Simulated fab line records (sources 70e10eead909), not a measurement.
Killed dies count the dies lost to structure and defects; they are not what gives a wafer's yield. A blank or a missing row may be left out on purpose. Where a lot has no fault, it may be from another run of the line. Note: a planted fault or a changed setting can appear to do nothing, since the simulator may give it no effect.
Chamber matching | flow nandHarc | rieDiel-01 running NHARC_P_M2_ETCH_15: 4 sister chambers
The step etches the open film in C4F8/Ar, target depth 182.5 nm, time 91.2 s. 16 wafers are shown with their chamber, then 8 later ones without.

WAFERS, EACH WITH ITS CHAMBER
wafer  | chamber | rfVppV (V) | runLengthS (s) | oesProductAu (a.u.)
L945.1 | 1       | 439.4      | 112.4          | 0.917
L945.2 | 3       | 446.1      | 112.2          | 0.932
L945.4 | 2       | 437.5      | 112.5          | 0.923
L944.1 | 0       | 440.7      | 112.6          | 0.968
L944.3 | 2       | 436.6      | 112.7          | 0.960
L944.4 | 3       | 445.6      | 112.3          | 0.981
L949.3 | 2       | 435.9      | 112.4          | 0.955
L949.4 | 1       | 438.8      | 111.9          | 0.975
L949.6 | 1       | 439.4      | 112.1          | 0.977
L953.1 | 0       | 441.9      | 113.2          | 0.993
L953.3 | 3       | 445.5      | 112.3          | 0.975
L953.5 | 0       | 442.3      | 112.4          | 0.976
L954.2 | 3       | 444.9      | 112.2          | 0.954
L954.3 | 0       | 442.7      | 112.5          | 0.972
L954.6 | 2       | 437.4      | 112.4          | 0.981
L955.2 | 1       | 440.3      | 112.0          | 0.942

SIGNATURES (averages over the wafers above)
reading      | chamber 0 | chamber 1 | chamber 2 | chamber 3 | scatter within a chamber
rfVppV       | 441.900   | 439.475   | 436.850   | 445.525   | 0.696
runLengthS   | 112.675   | 112.100   | 112.500   | 112.250   | 0.223
oesProductAu | 0.97725   | 0.95275   | 0.95475   | 0.96050   | 0.0225
Rule: a wafer lies at a distance from a chamber equal to the root of the sum of squares, over the readings, of (its reading less the chamber's mean, divided by the reading's scatter). If the next closest chamber is less than 2 further off than the closest, the wafer can't be placed; otherwise it belongs to the closest. The scatter: take each reading less its chamber's mean, square it, sum over the shown wafers, divide by the number of wafers less the number of chambers, and take the root.

WAFERS WITH NO CHAMBER GIVEN
wafer  | rfVppV (V) | runLengthS (s) | oesProductAu (a.u.)
L955.3 | 445.8      | 112.5          | 0.929
L955.6 | 440.9      | 112.9          | 0.939
L965.1 | 436.0      | 112.5          | 0.930
L965.2 | 440.4      | 112.9          | 0.925
L965.5 | 444.4      | 112.7          | 0.912
L967.2 | 445.8      | 112.2          | 0.971
L967.3 | 441.5      | 112.4          | 0.957
L967.6 | 441.6      | 112.8          | 0.970

EACH ONE'S CHAMBER
wafer  | from the rows above     | in truth
L955.3 | 3                       | 3
L955.6 | can't be placed: 0 or 1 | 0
L965.1 | 2                       | 2
L965.2 | can't be placed: 0 or 1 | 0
L965.5 | can't be placed: 3 or 0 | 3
L967.2 | 3                       | 3
L967.3 | can't be placed: 0 or 1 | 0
L967.6 | 0                       | 0
Placed correctly: 4 of 8. Not placeable from these rows: 4 (in 4, the candidates include the true chamber). Placed wrongly: 0.
